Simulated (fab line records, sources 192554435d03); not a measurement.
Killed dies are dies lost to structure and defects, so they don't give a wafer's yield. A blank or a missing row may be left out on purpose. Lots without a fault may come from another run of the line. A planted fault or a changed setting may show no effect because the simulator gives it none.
Chamber matching | flow n5_finfet | N5_BEOL_M1_ETCH_77 on rie_diel-04: 3 sister chambers
The step etches underlayer in N2/H2, target depth 6.5 nm, time 5.2 s. 14 wafers are shown with their chamber, then 7 later ones without.

WAFERS WITH THEIR CHAMBER
wafer  | chamber | drypump_motor_current_A (A) | showerhead_plenum_p_Torr (Torr) | throttle_valve_pct (%)
L076.3 | 2       | 5.0                         | 2.44                            | 17.90
L076.4 | 3       | 5.4                         | 2.72                            | 17.36
L076.6 | 0       | 6.2                         | 2.49                            | 18.08
L079.1 | 3       | 5.4                         | 2.72                            | 17.38
L079.3 | 2       | 5.0                         | 2.44                            | 17.90
L079.5 | 2       | 5.0                         | 2.44                            | 17.91
L081.2 | 2       | 5.0                         | 2.44                            | 17.92
L081.3 | 3       | 5.4                         | 2.71                            | 17.39
L081.4 | 0       | 6.3                         | 2.49                            | 18.10
L088.1 | 0       | 6.3                         | 2.48                            | 18.13
L088.5 | 0       | 6.3                         | 2.49                            | 18.12
L088.6 | 3       | 5.4                         | 2.71                            | 17.44
L093.2 | 2       | 5.0                         | 2.43                            | 17.98
L093.5 | 2       | 5.0                         | 2.43                            | 17.94

SIGNATURES (means of the wafers above)
reading                  | chamber 0 | chamber 2 | chamber 3 | scatter within a chamber
drypump_motor_current_A  | 6.275     | 5.000     | 5.400     | 0.0261
showerhead_plenum_p_Torr | 2.4875    | 2.4367    | 2.7150    | 0.00529
throttle_valve_pct       | 18.1075   | 17.9250   | 17.3925   | 0.0297
Rule: a wafer's distance from a chamber is the root of the sum, over the readings, of the square of ((its reading less the chamber's mean) divided by the reading's scatter). The wafer belongs to the nearest chamber; if the next one is less than 2 further off, it can't be placed. The scatter: the root of (the sum of the squares of (reading less its chamber's mean) over the shown wafers, divided by (wafers less chambers)).

WAFERS WITHOUT THEIR CHAMBER
wafer  | drypump_motor_current_A (A) | showerhead_plenum_p_Torr (Torr) | throttle_valve_pct (%)
L093.6 | 5.4                         | 2.71                            | 17.42
L094.2 | 5.4                         | 2.70                            | 17.44
L094.3 | 6.3                         | 2.48                            | 18.14
L094.4 | 5.0                         | 2.43                            | 17.98
L095.3 | 6.3                         | 2.48                            | 18.14
L095.5 | 6.3                         | 2.48                            | 18.17
L095.6 | 5.4                         | 2.70                            | 17.43

WHICH CHAMBER EACH WENT THROUGH
wafer  | from the rows above | in truth
L093.6 | 3                   | 3
L094.2 | 3                   | 3
L094.3 | 0                   | 0
L094.4 | 2                   | 2
L095.3 | 0                   | 0
L095.5 | 0                   | 0
L095.6 | 3                   | 3
Placed correctly: 7 of 7. Can't be placed from these rows: 0. Placed wrongly: 0.
